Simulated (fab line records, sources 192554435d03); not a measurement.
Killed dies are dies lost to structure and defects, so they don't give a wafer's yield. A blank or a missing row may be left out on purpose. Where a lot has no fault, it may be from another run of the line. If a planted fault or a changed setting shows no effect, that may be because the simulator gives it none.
fab line records ; flow n5_finfet
record lots=9; wafers=27; last_day=19
route steps=1938 shown BEOL_M0_SAQP@660 BEOL_M0_CUTY@710 BEOL_M4@1111 PASSIVATION@1936
lots that met no fault: from a run of the same line without faults
start_h: hours from the record's first day to the start of the lot's first wafer shown ; wait_h: how many hours have passed since the lot's step before this one ; " the same as in the row above ; L1.1+2: several wafers, shown together as one row ; - no value present, or no start provided ; * or withheld: withheld ; < > ~ a bound
route shown NAME@n: a module of which the file shows steps, and the number in the route of the first ; usual: mean/standard deviation taken from wafers without a fault ; same: alike in all rows ; chamber/n: place in a boat ; sites: each site's reading ; _std_site: how widely they spread, as a standard deviation ; _edge_site: outer sites' mean less inner sites' ; radius_mm: how far each site lies from the wafer's centre ; mask NAME#n: copy n ; behind: tool/chamber where the wafer was last shaped ; hold: reason for holding the lot/hours on hold/outcome of the hold ; device: whichever transistor did not switch (one of n, p or np) ; end of line: tests of these same wafers at the route's end ; step lacking rows: just its recipe ; killed: count of dies lost to structure and defects at first sort (not the wafer's yield) ; map: the dies of a wafer, with x for killed, . for not killed, _ for no die there
set.NAME: the setting the step ran with; set.NAME@STEP: the setting that earlier step ran with ; model.NAME: the simulator's own value behind a step, which no gauge read
route steps across a sampled set of lots; one table per step, one row per wafer
services: from which hour (start_h, from the record's first day; less than 0 if before it) a tool's chamber was out of use, for how many hours, and why
## steps
# step N5_BEOL_M0_SAQP_STRIP_115
# recipe chemistry=post_etch_residue_remover; time_s=60; temp_c=25; remover_ph=withheld; remover_water_wt_pct=withheld; remover_fluoride_wt_pct=withheld
lot.wafer;tool;chamber;start_h;wait_h
L999.2+4+5;wet_bench-03;2,0,6;116.29;-
L100.2+4+6;wet_bench-03;3,4,1;123.44;-
L101.2+3+6;wet_bench-03;4,3,6;125.33;-
L103.1+4+5;wet_bench-03;0,7,1;137.91;-
L104.1+3+6;wet_bench-03;6,4,7;148.02;-
L115.1+2+4;wet_bench-03;6,0,3;215.76;-
L119.1+4+5;wet_bench-01;1,0,2;237.70;-
L120.2+3+6;wet_bench-03;5,6,7;240.20;-
L121.3+4+5;wet_bench-01;6,5,1;244.70;-
# step N5_BEOL_M0_SAQP_CD_MEAS_29
# recipe target_cd_nm=14.4; landing_energy_ev=1000; detector=se_inlens
# usual cd_nm=14.98/0.23
lot.wafer;tool;chamber;start_h;wait_h;cd_nm
L999.2;cd_sem-01;0;119.28;0.1;15.16
L999.4;cd_sem-01;0;119.28;0.1;15.13
L999.5;cd_sem-01;0;119.28;0.1;15.34
L100.2;cd_sem-03;0;126.69;0.1;14.87
L100.4;cd_sem-03;0;126.69;0.1;15.24
L100.6;cd_sem-03;0;126.69;0.1;15.19
L101.2;cd_sem-01;0;128.32;0.1;15.01
L101.3;cd_sem-01;0;128.32;0.1;14.74
L101.6;cd_sem-01;0;128.32;0.1;14.99
L103.1;cd_sem-03;0;140.79;0.1;14.94
L103.4;cd_sem-03;0;140.79;0.1;14.83
L103.5;cd_sem-03;0;140.79;0.1;15.02
L104.1;cd_sem-01;0;152.19;0.1;15.04
L104.3;cd_sem-01;0;152.19;0.1;14.99
L104.6;cd_sem-01;0;152.19;0.1;14.97
L115.1;cd_sem-02;0;219.20;0.1;15.44
L115.2;cd_sem-02;0;219.20;0.1;15.08
L115.4;cd_sem-02;0;219.20;0.1;14.94
L119.1;cd_sem-01;0;241.81;0.1;14.85
L119.4;cd_sem-01;0;241.81;0.1;14.76
L119.5;cd_sem-01;0;241.81;0.1;14.72
L120.2;cd_sem-02;0;243.84;0.1;15.06
L120.3;cd_sem-02;0;243.84;0.1;14.91
L120.6;cd_sem-02;0;243.84;0.1;14.94
L121.3;cd_sem-02;0;248.00;0.1;15.18
L121.4;cd_sem-02;0;248.00;0.1;15.35
L121.5;cd_sem-02;0;248.00;0.1;14.95
# step N5_BEOL_M0_SAQP_INSPECT_42
# recipe mode=adi; inspect_instrument=brightfield
# usual raw_defect_count=328/98
lot.wafer;tool;chamber;start_h;wait_h;raw_defect_count
L999.2;defect_inspect-01;-;119.68;0.0;349
L999.4;defect_inspect-01;-;119.68;0.0;272
L999.5;defect_inspect-01;-;119.68;0.0;240
L100.2;defect_inspect-02;-;127.08;0.0;349
L100.4;defect_inspect-02;-;127.08;0.0;288
L100.6;defect_inspect-02;-;127.08;0.0;345
L101.2;defect_inspect-01;-;128.84;0.0;1719
L101.3;defect_inspect-01;-;128.84;0.0;1747
L101.6;defect_inspect-01;-;128.84;0.0;1512
L103.1;defect_inspect-02;-;141.31;0.1;1487
L103.4;defect_inspect-02;-;141.31;0.1;1457
L103.5;defect_inspect-02;-;141.31;0.1;1606
L104.1;defect_inspect-02;-;152.71;0.1;1570
L104.3;defect_inspect-02;-;152.71;0.1;1466
L104.6;defect_inspect-02;-;152.71;0.1;1484
L115.1;defect_inspect-02;-;219.72;0.1;906
L115.2;defect_inspect-02;-;219.72;0.1;517
L115.4;defect_inspect-02;-;219.72;0.1;380
L119.1;defect_inspect-02;-;242.20;0.1;209
L119.4;defect_inspect-02;-;242.20;0.1;243
L119.5;defect_inspect-02;-;242.20;0.1;245
L120.2;defect_inspect-01;-;244.26;0.0;288
L120.3;defect_inspect-01;-;244.26;0.0;261
L120.6;defect_inspect-01;-;244.26;0.0;273
L121.3;defect_inspect-01;-;248.52;0.0;327
L121.4;defect_inspect-01;-;248.52;0.0;440
L121.5;defect_inspect-01;-;248.52;0.0;360
# step N5_BEOL_M0_SAQP_ETCH_73
# recipe chemistry=CF4; target=SiARC; target_depth_a=195; mask_material=CAR-EUV; time_s=32.5; ion_energy_ev=80; pressure_mtorr=40; source_w=545; bias_w=36; Ar_flow_sccm=100; cf4_flow_sccm=100; ends=cleared
# usual drypump_motor_current_A=5.8/0.54; etch_rf_on_time_s=32.6/0.96; oes_product_au=0.70/0.076; rf_vpp_V=184.3/1.2; showerhead_plenum_p_Torr=2.16/0.063; throttle_valve_pct=15.55/0.25
lot.wafer;tool;chamber;start_h;wait_h;drypump_motor_current_A;etch_rf_on_time_s;oes_product_au;rf_hours_counter_h;rf_vpp_V;showerhead_plenum_p_Torr;throttle_valve_pct
L999.2;rie_diel-01;2;119.76;0.0;5.9;33.1;0.69;82;185.4;2.25;15.62
L999.4;rie_diel-01;0;119.76;0.0;6.1;33.6;0.61;-;184.9;2.14;15.78
L999.5;rie_diel-01;2;119.76;0.0;5.9;33.1;0.69;-;185.3;2.25;15.63
L100.2;rie_diel-03;2;127.17;0.0;5.1;31.9;0.70;74;184.6;2.16;15.41
L100.4;rie_diel-03;2;127.17;0.0;5.1;31.9;0.71;-;183.8;2.16;15.41
L100.6;rie_diel-03;3;127.17;0.0;4.7;32.2;0.67;-;183.6;2.06;15.57
L101.2;rie_diel-03;2;129.03;0.0;5.1;32.0;0.70;75;186.0;2.16;15.42
L101.3;rie_diel-03;3;129.03;0.0;4.7;31.8;0.68;118;182.0;2.06;15.54
L101.6;rie_diel-03;2;129.03;0.0;5.1;31.9;0.70;-;183.7;2.16;15.44
L103.1;rie_diel-06;0;141.43;0.0;6.6;33.0;0.80;19;184.7;2.19;15.04
L103.4;rie_diel-06;3;141.43;0.0;6.0;34.0;0.64;137;183.8;2.15;15.51
L103.5;rie_diel-06;0;141.43;0.0;6.6;32.6;0.81;-;183.7;2.19;15.02
L104.1;rie_diel-01;0;152.79;0.0;6.1;33.9;0.60;165;185.4;2.14;15.80
L104.3;rie_diel-01;3;152.79;0.0;6.2;32.1;0.76;32;182.2;2.09;15.21
L104.6;rie_diel-01;1;152.79;0.0;5.8;32.1;0.63;-;182.9;2.06;15.82
L115.1;rie_diel-03;3;219.87;0.0;4.7;32.4;0.65;144;182.8;2.05;15.61
L115.2;rie_diel-03;1;219.87;0.0;5.0;31.5;0.70;108;183.4;2.07;15.80
L115.4;rie_diel-03;2;219.87;0.0;5.1;32.1;0.67;102;184.3;2.15;15.50
L119.1;rie_diel-01;3;242.29;0.0;6.3;32.8;0.72;59;182.8;2.08;15.26
L119.4;rie_diel-01;1;242.29;0.0;5.8;31.9;0.61;209;183.0;2.05;15.85
L119.5;rie_diel-01;0;242.29;0.0;6.0;33.2;0.59;-;183.6;2.13;15.86
L120.2;rie_diel-01;1;244.34;0.0;5.8;31.7;0.61;209;183.6;2.05;15.87
L120.3;rie_diel-01;3;244.34;0.0;6.2;32.8;0.71;60;183.0;2.08;15.26
L120.6;rie_diel-01;2;244.34;0.0;5.9;33.3;0.65;-;185.8;2.24;15.70
L121.3;rie_diel-06;3;248.63;0.0;5.9;33.5;0.62;167;184.8;2.14;15.58
L121.4;rie_diel-06;2;248.63;0.0;5.9;33.4;0.62;176;184.5;2.23;15.70
L121.5;rie_diel-06;2;248.63;0.0;6.0;33.5;0.62;-;185.8;2.23;15.72
# step N5_BEOL_M0_SAQP_CUT_ETCH_46
# recipe chemistry=N2/H2; target=SOC; target_depth_a=1350; overetch_a=270; temp_c=40; time_s=202.5; ion_energy_ev=200; mask_material=SiARC; pressure_mtorr=30; source_w=840; bias_w=150; n2_flow_sccm=200; h2_flow_sccm=200
# usual drypump_motor_current_A=5.8/0.53; n2_flow_sccm=199.9/0.61; rf_vpp_V=524.4/2.3; showerhead_plenum_p_Torr=2.56/0.076; throttle_valve_pct=17.75/0.26
lot.wafer;tool;chamber;start_h;wait_h;drypump_motor_current_A;n2_flow_sccm;rf_hours_counter_h;rf_vpp_V;showerhead_plenum_p_Torr;throttle_valve_pct
L999.2;rie_diel-01;2;119.79;0.0;5.9;199.6;82;526.0;2.67;17.70
L999.4;rie_diel-01;0;119.79;0.0;6.1;200.4;-;526.5;2.55;17.95
L999.5;rie_diel-01;2;119.79;0.0;5.8;200.6;-;528.0;2.67;17.70
L100.2;rie_diel-03;2;127.20;0.0;5.1;199.8;74;524.1;2.59;17.79
L100.4;rie_diel-03;2;127.20;0.0;5.1;199.8;-;524.0;2.59;17.81
L100.6;rie_diel-03;3;127.20;0.0;4.7;198.8;-;519.5;2.45;17.97
L101.2;rie_diel-03;2;129.06;0.0;5.1;199.8;75;523.8;2.59;17.80
L101.3;rie_diel-03;3;129.06;0.0;4.7;200.3;118;521.8;2.45;17.93
L101.6;rie_diel-03;2;129.06;0.0;5.1;199.7;-;526.3;2.59;17.81
L103.1;rie_diel-06;0;141.46;0.0;6.6;200.7;19;526.1;2.61;17.29
L103.4;rie_diel-06;3;141.46;0.0;6.0;199.0;137;524.9;2.54;17.62
L103.5;rie_diel-06;0;141.46;0.0;6.6;200.7;-;525.6;2.61;17.27
L104.1;rie_diel-01;0;152.82;0.0;6.1;199.2;165;523.1;2.54;17.99
L104.3;rie_diel-01;3;152.82;0.0;6.3;199.8;32;521.5;2.47;17.32
L104.6;rie_diel-01;1;152.82;0.0;5.8;200.7;-;520.3;2.44;17.99
L115.1;rie_diel-03;3;219.91;0.0;4.7;199.8;144;520.9;2.44;17.98
L115.2;rie_diel-03;1;219.91;0.0;5.0;199.8;108;521.0;2.46;18.07
L115.4;rie_diel-03;2;219.91;0.0;5.1;199.7;102;523.3;2.57;17.83
L119.1;rie_diel-01;3;242.32;0.0;6.3;199.9;59;523.0;2.46;17.36
L119.4;rie_diel-01;1;242.32;0.0;5.8;199.1;209;518.6;2.43;18.05
L119.5;rie_diel-01;0;242.32;0.0;6.0;200.1;-;523.5;2.53;18.01
L120.2;rie_diel-01;1;244.37;0.0;5.8;199.7;210;520.2;2.43;18.03
L120.3;rie_diel-01;3;244.37;0.0;6.2;200.1;60;521.0;2.46;17.38
L120.6;rie_diel-01;2;244.37;0.0;5.9;199.8;-;528.4;2.66;17.77
L121.3;rie_diel-06;3;248.66;0.0;5.9;199.3;167;522.9;2.52;17.68
L121.4;rie_diel-06;2;248.66;0.0;6.0;200.5;176;526.7;2.64;17.83
L121.5;rie_diel-06;2;248.66;0.0;6.0;200.1;-;528.5;2.64;17.81
# step N5_BEOL_M0_CUTY_INSPECT_59
# recipe mode=adi; inspect_instrument=macro
# usual raw_defect_count=1.8/1.2
lot.wafer;tool;chamber;start_h;wait_h;raw_defect_count
L999.2;defect_inspect-01;-;120.94;0.0;3
L999.4;defect_inspect-01;-;120.94;0.0;3
L999.5;defect_inspect-01;-;120.94;0.0;1
L100.2;defect_inspect-01;-;128.56;0.0;1
L100.4;defect_inspect-01;-;128.56;0.0;3
L100.6;defect_inspect-01;-;128.56;0.0;1
L101.2;defect_inspect-01;-;130.36;0.0;>300
L101.3;defect_inspect-01;-;130.36;0.0;>300
L101.6;defect_inspect-01;-;130.36;0.0;>300
L103.1;defect_inspect-02;-;142.61;0.0;>300
L103.4;defect_inspect-02;-;142.61;0.0;>300
L103.5;defect_inspect-02;-;142.61;0.0;>300
L104.1;defect_inspect-02;-;154.10;0.0;>300
L104.3;defect_inspect-02;-;154.10;0.0;>300
L104.6;defect_inspect-02;-;154.10;0.0;>300
L115.1;defect_inspect-01;-;221.91;0.0;3
L115.2;defect_inspect-01;-;221.91;0.0;1
L115.4;defect_inspect-01;-;221.91;0.0;1
L119.1;defect_inspect-02;-;243.67;0.0;0
L119.4;defect_inspect-02;-;243.67;0.0;1
L119.5;defect_inspect-02;-;243.67;0.0;1
L120.2;defect_inspect-02;-;245.65;0.0;0
L120.3;defect_inspect-02;-;245.65;0.0;1
L120.6;defect_inspect-02;-;245.65;0.0;2
L121.3;defect_inspect-01;-;250.04;0.0;2
L121.4;defect_inspect-01;-;250.04;0.0;3
L121.5;defect_inspect-01;-;250.04;0.0;2
# step N5_BEOL_M4_RC_MEAS_101
# usual DIBL_N=36.6/1.9; DIBL_P=36.7/2.2; IOFF_N=0.16/0.035; IOFF_P=0.22/0.038; ION_N=672/14; ION_P=462/8.3; SS_N=71.6/0.65; SS_P=73.5/0.72; VT_N=250/3.5; VT_P=-250/3.1
lot.wafer;tool;chamber;start_h;wait_h;DIBL_N[mV/V];DIBL_P[mV/V];IOFF_N[nA/um];IOFF_P[nA/um];ION_N[uA/um];ION_P[uA/um];SS_N[mV/dec];SS_P[mV/dec];VT_N[mV];VT_P[mV]
L999.2;prober-02;0;202.64;0.2;37.8;36.2;0.15;0.21;666;459;71.6;72.7;250;-249
L999.4;prober-02;0;202.64;0.2;42.0;40.1;0.27;0.27;682;458;73.9;74.7;245;-249
L999.5;prober-02;0;202.64;0.2;34.8;33.9;0.13;0.18;680;468;71.1;72.6;252;-251
L101.2;prober-02;0;213.24;0.2;35.1;35.1;0.14;0.18;679;466;71.7;72.6;252;-252
L101.3;prober-02;0;213.24;0.2;36.8;37.9;0.16;0.22;668;460;71.1;74.0;253;-251
L101.6;prober-02;0;213.24;0.2;35.6;36.8;0.15;0.21;680;469;70.9;72.8;250;-249
L100.2;prober-02;0;218.38;0.2;37.3;37.3;0.16;0.25;690;480;71.2;73.6;248;-247
L100.4;prober-02;0;218.38;0.2;33.2;32.7;0.11;0.18;685;474;70.0;72.5;253;-250
L100.6;prober-02;0;218.38;0.2;34.2;34.5;0.13;0.20;676;477;70.5;72.5;251;-249
L103.1;prober-02;0;222.91;0.0;35.6;35.6;0.12;0.20;653;462;71.6;72.9;255;-250
L103.4;prober-02;0;222.91;0.0;37.4;37.6;0.16;0.22;651;448;72.3;73.5;252;-251
L103.5;prober-02;0;222.91;0.0;34.8;36.4;0.13;0.21;661;462;70.8;73.2;253;-248
L104.1;prober-02;0;226.45;0.0;35.9;36.8;0.17;0.24;691;476;71.0;73.7;249;-249
L104.3;prober-02;0;226.45;0.0;37.2;37.1;0.17;0.22;664;455;72.0;74.0;251;-249
L104.6;prober-02;0;226.45;0.0;36.9;37.2;0.16;0.23;670;462;72.5;74.4;252;-249
L115.1;prober-02;0;293.14;0.0;36.2;37.9;0.19;0.24;674;467;71.5;74.5;246;-247
L115.2;prober-02;0;293.14;0.0;36.8;38.9;0.19;0.25;671;464;71.4;73.9;248;-248
L115.4;prober-02;0;293.14;0.0;35.7;37.4;0.18;0.23;679;465;72.3;73.9;247;-247
L120.2;prober-02;0;319.81;0.2;38.0;37.2;0.19;0.26;699;472;71.8;73.5;249;-244
L120.3;prober-02;0;319.81;0.2;39.0;39.1;0.23;0.31;682;467;71.8;74.1;245;-244
L120.6;prober-02;0;319.81;0.2;37.8;36.6;0.18;0.25;674;463;72.4;73.6;248;-245
L119.1;prober-02;0;326.31;0.0;38.1;37.1;0.19;0.25;669;458;71.4;73.8;249;-248
L119.4;prober-02;0;326.31;0.0;35.2;34.2;0.14;0.19;680;466;71.2;72.6;251;-250
L119.5;prober-02;0;326.31;0.0;35.7;34.4;0.14;0.21;678;474;71.6;73.6;249;-248
L121.3;prober-01;0;328.16;0.3;37.0;38.4;0.17;0.22;674;467;71.4;73.3;251;-250
L121.4;prober-01;0;328.16;0.3;36.8;38.0;0.17;0.24;676;459;72.2;74.1;248;-248
L121.5;prober-01;0;328.16;0.3;38.7;39.6;0.20;0.26;694;470;72.2;73.6;249;-248
# step N5_PASSIVATION_PROBE_49
# usual defect_limited_yield=91.6/1.4; killed_at_M0_to_M3=35/10; killed_at_M4_up=13/4.8; killed_at_contacts=12/7.2; killed_at_front_end=36/12; killed_at_other=4/3.1; killed_dies=100/17; killed_on_rim=13/4.2; killed_open=66/13; killed_short=32/7.3; sort_bin_4_leakage=0.00/0.0099; sort_bin_5_function=5.0/0.94; sort_bin_6_memory=3.1/0.67; sort_n_pass=1080/17; sort_yield_pct=91.6/1.4
# same gross_dies=1180; killed_at_back_side=0; sort_bin_8_speed[%]=0
lot.wafer;tool;chamber;start_h;wait_h;defect_limited_yield[%];killed_at_M0_to_M3;killed_at_M4_up;killed_at_contacts;killed_at_front_end;killed_at_other;killed_dies;killed_on_rim;killed_open;killed_short;sort_bin_4_leakage[%];sort_bin_5_function[%];sort_bin_6_memory[%];sort_n_pass;sort_yield_pct[%]
L101.2;prober-02;-;323.42;0.1;81.6;159;14;11;31;2;217;30;80;27;0;12.1;3.1;963;81.6
L101.3;prober-02;-;323.47;0.1;78.3;204;6;9;35;2;256;14;68;38;0;13.2;4.1;924;78.3
L101.6;prober-02;-;323.62;0.3;81.9;155;10;10;36;3;214;31;60;31;0;10.0;3.7;966;81.9
L104.1;prober-02;-;342.21;0.0;82.5;145;12;5;36;9;207;30;52;26;0;10.1;3.4;973;82.5
L104.3;prober-02;-;342.31;0.1;80.9;156;9;6;49;5;225;33;76;32;0;11.4;4.5;955;80.9
L104.6;prober-02;-;342.46;0.3;87.2;97;9;5;38;2;151;30;58;32;0;6.9;3.7;1029;87.2
L100.2;prober-01;-;347.66;0.1;92.7;40;7;12;25;2;86;11;55;30;0;4.6;2.4;1094;92.7
L100.4;prober-01;-;347.76;0.2;92.7;28;12;9;33;4;86;6;55;31;0;4.7;2.5;1094;92.7
L100.6;prober-01;-;347.86;0.3;90.3;46;14;4;49;2;115;18;79;35;0;5.8;3.8;1065;90.3
L103.1;prober-02;-;356.02;0.0;85.8;122;6;17;17;5;167;28;43;34;0;7.6;3.0;1013;85.8
L103.4;prober-02;-;356.17;0.2;85.9;99;13;23;24;7;166;34;63;42;0;8.0;3.4;1014;85.9
L103.5;prober-02;-;356.22;0.2;77.2;193;8;32;31;5;269;12;74;34;0;12.6;5.7;911;77.2
L115.1;prober-01;-;409.14;0.0;89.8;60;11;14;34;1;120;10;80;40;0;5.7;4.2;1060;89.8
L115.2;prober-01;-;409.19;0.1;92.7;29;12;13;32;0;86;15;54;29;0;4.6;2.4;1094;92.7
L115.4;prober-01;-;409.29;0.2;89.7;48;22;15;35;1;121;12;94;27;0;5.3;4.5;1059;89.7
L119.1;prober-02;-;443.70;0.0;91.6;27;12;11;46;3;99;16;66;33;0;5.8;2.5;1081;91.6
L119.4;prober-02;-;443.85;0.2;87.4;38;26;17;63;5;149;19;95;54;0;7.2;5.0;1031;87.4
L119.5;prober-02;-;443.90;0.2;89.7;46;18;8;46;4;122;18;84;35;0;6.5;3.6;1058;89.7
L120.2;prober-01;-;446.20;0.1;90.3;39;10;6;57;2;114;12;72;41;0;5.8;3.5;1066;90.3
L120.3;prober-01;-;446.25;0.1;91.8;36;9;3;36;13;97;14;67;30;0;5.3;2.8;1083;91.8
L120.6;prober-01;-;446.40;0.3;91.5;30;6;9;49;6;100;13;61;38;0;5.2;3.1;1080;91.5
# killed by level:class
L101.2 BEOL_M0_SAQP:unspecified=110 BEOL_M3:geometric_particle:open=16 BEOL_M2:geometric_particle:open=12 MOL_CONTACT_COAG:geometric_particle:open=8 FIN_SAQP:geometric_particle:open=6 BEOL_M1:geometric_particle:open=6 DUMMY_GATE:geometric_particle:open=5 BEOL_M4:geometric_particle:open=5
L101.3 BEOL_M0_SAQP:unspecified=149 BEOL_M3:geometric_particle:open=16 BEOL_M1:geometric_particle:open=13 BEOL_M2:geometric_particle:open=8 FIN_SAQP:geometric_particle:open=7 GATE_CUT:geometric_particle:short=7 MOL_CONTACT_COAG:geometric_particle:open=7 STI_FIN_REVEAL:geometric_particle:open=5
L101.6 BEOL_M0_SAQP:unspecified=122 FIN_SAQP:geometric_particle:open=12 FIN_SAQP:geometric_particle:short=7 MOL_CONTACT_COAG:geometric_particle:open=7 BEOL_M4:geometric_particle:open=6 BEOL_M2:geometric_particle:open=6 BEOL_M1:geometric_particle:short=5 BEOL_M0_SAQP:geometric_particle:open=4
L104.1 BEOL_M0_SAQP:unspecified=127 STI_FIN_REVEAL:geometric_particle:open=10 GATE_CUT:geometric_particle:short=7 BEOL_M2:geometric_particle:open=5 FIN_SAQP:geometric_particle:short=4 FIN_SAQP:geometric_particle:open=4 BEOL_M0_SAQP:geometric_particle:open=4 BEOL_M3:geometric_particle:open=4
L104.3 BEOL_M0_SAQP:unspecified=112 STI_FIN_REVEAL:geometric_particle:open=19 BEOL_M0_SAQP:geometric_particle:short=10 BEOL_M2:geometric_particle:open=10 BEOL_M1:geometric_particle:open=8 GATE_CUT:geometric_particle:short=6 MOL_CONTACT_COAG:geometric_particle:open=6 FIN_SAQP:geometric_particle:short=5
L104.6 BEOL_M0_SAQP:unspecified=61 GATE_CUT:geometric_particle:short=8 BEOL_M3:geometric_particle:open=8 DUMMY_GATE:geometric_particle:open=7 BEOL_M0_SAQP:geometric_particle:short=7 GATE_CUT:geometric_particle:open=5 BEOL_M2:geometric_particle:open=5 BEOL_M0:geometric_particle:open=5
L100.2 BEOL_M3:geometric_particle:open=12 BEOL_M2:geometric_particle:open=9 BEOL_M0_SAQP:geometric_particle:short=8 MOL_CONTACT_COAG:geometric_particle:open=7 GATE_CUT:geometric_particle:short=6 FIN_SAQP:geometric_particle:open=5 MOL_CONTACT_COAG:geometric_particle:short=5 BEOL_M0:geometric_particle:open=4
L100.4 STI_FIN_REVEAL:geometric_particle:open=13 BEOL_M2:geometric_particle:open=9 MOL_CONTACT_COAG:geometric_particle:open=7 BEOL_M0_SAQP:geometric_particle:open=6 FIN_SAQP:geometric_particle:short=3 BEOL_M0_SAQP:geometric_particle:short=3 BEOL_M4:geometric_particle:open=3 BEOL_M1:geometric_particle:short=3
L100.6 BEOL_M0_SAQP:geometric_particle:open=15 GATE_CUT:geometric_particle:short=11 BEOL_M5:geometric_particle:open=10 BEOL_M3:geometric_particle:open=9 BEOL_M0_SAQP:geometric_particle:short=8 STI_FIN_REVEAL:geometric_particle:open=7 BEOL_M2:geometric_particle:open=7 FIN_SAQP:geometric_particle:open=5
L103.1 BEOL_M0_SAQP:unspecified=89 MOL_CONTACT_COAG:geometric_particle:open=12 BEOL_M0_SAQP:geometric_particle:open=9 BEOL_M0_SAQP:geometric_particle:short=9 BEOL_M2:geometric_particle:open=6 MOL_CONTACT_COAG:geometric_particle:short=5 BEOL_M2:geometric_particle:short=5 STI_FIN_REVEAL:geometric_particle:open=4
L103.4 BEOL_M0_SAQP:unspecified=61 MOL_CONTACT_COAG:geometric_particle:open=16 BEOL_M0_SAQP:geometric_particle:open=13 BEOL_M0_SAQP:geometric_particle:short=9 BEOL_M2:geometric_particle:open=9 MOL_CONTACT_COAG:geometric_particle:short=7 STARTING-WAFER:geometric_particle:short=6 FIN_SAQP:geometric_particle:open=5
L103.5 BEOL_M0_SAQP:unspecified=161 MOL_CONTACT_COAG:geometric_particle:open=23 STI_FIN_REVEAL:geometric_particle:open=19 MOL_CONTACT_COAG:geometric_particle:short=9 BEOL_M0_SAQP:geometric_particle:open=9 BEOL_M0_SAQP:geometric_particle:short=8 BEOL_M2:geometric_particle:open=6 FIN_SAQP:geometric_particle:short=3
L115.1 BEOL_M0_SAQP:geometric_particle:open=23 BEOL_M0_SAQP:geometric_particle:short=14 BEOL_M3:geometric_particle:open=11 MOL_CONTACT_COAG:geometric_particle:open=10 STI_FIN_REVEAL:geometric_particle:open=9 BEOL_M3:geometric_particle:short=8 GATE_CUT:geometric_particle:short=5 DUMMY_GATE:geometric_particle:open=4
L115.2 MOL_CONTACT_COAG:geometric_particle:open=11 STI_FIN_REVEAL:geometric_particle:open=10 BEOL_M0_SAQP:geometric_particle:short=10 BEOL_M0_SAQP:geometric_particle:open=5 BEOL_M3:geometric_particle:open=5 STI_FIN_REVEAL:geometric_particle:short=4 FIN_SAQP:geometric_particle:open=3 BEOL_M0:geometric_particle:open=3
L115.4 STI_FIN_REVEAL:geometric_particle:open=15 BEOL_M4:geometric_particle:open=14 MOL_CONTACT_COAG:geometric_particle:open=13 BEOL_M3:geometric_particle:open=12 BEOL_M0_SAQP:geometric_particle:open=10 BEOL_M0_SAQP:geometric_particle:short=9 BEOL_M1:geometric_particle:open=8 FIN_SAQP:geometric_particle:open=5
L119.1 FIN_SAQP:geometric_particle:short=14 MOL_CONTACT_COAG:geometric_particle:open=11 FIN_SAQP:geometric_particle:open=7 GATE_CUT:geometric_particle:short=7 STI_FIN_REVEAL:geometric_particle:open=6 BEOL_M0_SAQP:geometric_particle:open=6 BEOL_M1:geometric_particle:open=6 BEOL_M2:geometric_particle:open=6
L119.4 BEOL_M4:geometric_particle:open=16 MOL_CONTACT_COAG:geometric_particle:open=13 STI_FIN_REVEAL:geometric_particle:open=12 BEOL_M0_SAQP:geometric_particle:short=11 FIN_SAQP:geometric_particle:short=10 FIN_SAQP:geometric_particle:open=8 BEOL_M2:geometric_particle:open=7 STI_FIN_REVEAL:geometric_particle:short=6
L119.5 BEOL_M1:geometric_particle:open=17 BEOL_M4:geometric_particle:open=9 FIN_SAQP:geometric_particle:short=7 BEOL_M0_SAQP:geometric_particle:open=7 BEOL_M3:geometric_particle:open=7 BEOL_M1:geometric_particle:short=7 FIN_SAQP:geometric_particle:open=5 STI_FIN_REVEAL:geometric_particle:open=5
L120.2 STI_FIN_REVEAL:geometric_particle:open=18 FIN_SAQP:geometric_particle:short=15 BEOL_M2:geometric_particle:open=8 FIN_SAQP:geometric_particle:open=6 BEOL_M1:geometric_particle:open=6 BEOL_M3:geometric_particle:open=6 MOL_CONTACT_COAG:geometric_particle:open=4 BEOL_M0_SAQP:geometric_particle:open=4
L120.3 FIN_SAQP:geometric_particle:open=11 BEOL_M3:geometric_particle:open=10 FIN_SAQP:geometric_particle:short=9 BEOL_M2:geometric_particle:open=9 DUMMY_GATE:geometric_particle:open=5 BEOL_M0_SAQP:geometric_particle:short=5 BEOL_M1:geometric_particle:open=5 PAD_METAL:geometric_particle:open=5
L120.6 BEOL_M1:geometric_particle:open=14 FIN_SAQP:geometric_particle:open=11 STI_FIN_REVEAL:geometric_particle:open=11 FIN_SAQP:geometric_particle:short=10 MOL_CONTACT_COAG:geometric_particle:open=6 GATE_CUT:geometric_particle:short=4 BEOL_M0_SAQP:geometric_particle:short=4 BEOL_M0:geometric_particle:open=4
## services
tool;chamber;start_h;hours;kind
rie_diel-01;0;99.20;8.2;repair
rie_diel-03;0;99.56;-;clean
rie_diel-03;0;99.56;-;consumable_replace:focus_ring
rie_diel-03;0;99.56;32.6;scheduled_down
rie_diel-03;0;99.56;32.6;vent_cycle
rie_diel-01;1;103.86;16.6;repair
rie_diel-06;1;125.06;-;clean
rie_diel-06;1;125.06;-;consumable_replace:focus_ring
rie_diel-06;1;125.06;11.0;scheduled_down
rie_diel-06;1;125.06;11.0;vent_cycle
rie_diel-03;-;143.10;1.2;repair
rie_diel-06;1;151.90;8.1;repair
rie_diel-01;-;164.46;0.3;repair
rie_diel-06;3;170.12;4.2;repair
rie_diel-06;2;224.10;3.8;repair
## key
first_sign step=N5_BEOL_M0_SAQP_INSPECT_42; reading=raw_defect_count; direction=up; sigmas=13; usual=328; struck=1561
effect step=N5_BEOL_M0_CUTY_INSPECT_59; reading=raw_defect_count; direction=up; sigmas=99+; usual=1.8; struck=>300
effect step=N5_PASSIVATION_PROBE_49; reading=killed_at_M0_to_M3; direction=up; sigmas=11; usual=35; struck=148
more_kills_born_at N5_BEOL_M0_SAQP_STRIP_115@wet_bench-03=992
met_at N5_BEOL_M0_SAQP_STRIP_115
struck_lots L101,L103,L104
not_acting_at N5_BEOL_M0_SAQP_CD_MEAS_29,N5_BEOL_M0_SAQP_ETCH_73,N5_BEOL_M0_SAQP_CUT_ETCH_46
onset_between 123.44 125.33
fault kind=chamber_particle_source; tool=wet_bench-03; chamber=-; onset_h=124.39; steps=N5_BEOL_M0_SAQP_STRIP_115; rate_per_visit_cm2=1.9437; end_h=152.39
